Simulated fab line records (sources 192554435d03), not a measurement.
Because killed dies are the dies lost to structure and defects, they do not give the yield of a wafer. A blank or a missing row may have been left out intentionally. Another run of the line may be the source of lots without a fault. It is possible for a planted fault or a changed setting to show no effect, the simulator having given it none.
Chamber matching / flow n5_finfet / 3 sister chambers for N5_BEOL_M6_CURE_75 on uv_cure-02
The step cures SiCOH lowk, time 120 s. 3 wafers are shown with their chamber, then 8 later ones without.

== EACH WAFER AND ITS CHAMBER ==
wafer=L089.4 chamber=0 wafer_temp_C_max=371.5
wafer=L091.6 chamber=1 wafer_temp_C_max=371.0
wafer=L093.1 chamber=2 wafer_temp_C_max=373.0

== WAFERS MISSING THEIR CHAMBER ==
wafer=L093.4 wafer_temp_C_max=373.0
wafer=L093.6 wafer_temp_C_max=371.9
wafer=L095.3 wafer_temp_C_max=371.2
wafer=L095.5 wafer_temp_C_max=370.9
wafer=L095.6 wafer_temp_C_max=370.3
wafer=L097.2 wafer_temp_C_max=370.9
wafer=L097.4 wafer_temp_C_max=370.8
wafer=L097.5 wafer_temp_C_max=371.1

== CHAMBER TAKEN BY EACH ==
wafer=L093.4; from the rows above=2; in truth=2
wafer=L093.6; from the rows above=can't be placed: 0 or 1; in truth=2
wafer=L095.3; from the rows above=can't be placed: 1 or 0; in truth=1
wafer=L095.5; from the rows above=can't be placed: 1 or 0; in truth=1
wafer=L095.6; from the rows above=can't be placed: 1 or 0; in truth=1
wafer=L097.2; from the rows above=can't be placed: 1 or 0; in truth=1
wafer=L097.4; from the rows above=can't be placed: 1 or 0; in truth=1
wafer=L097.5; from the rows above=can't be placed: 1 or 0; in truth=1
1 of 8 placed correctly. Can't be placed from these rows: 7 (the true chamber is among the candidates in 6). Wrongly placed: 0.
How it was worked out, from the rows above alone: a wafer's distance from a chamber is the root of the sum, over the readings, of the square of ((its reading less the chamber's mean) divided by the reading's scatter). If the next closest chamber is less than 2 further off than the closest, the wafer can't be placed; otherwise it belongs to the closest. A chamber's mean is the mean of its shown wafers. The scatter (one wafer shown for each chamber): square how far every hidden wafer sits from the nearest shown wafer, average those squares and take the square root.
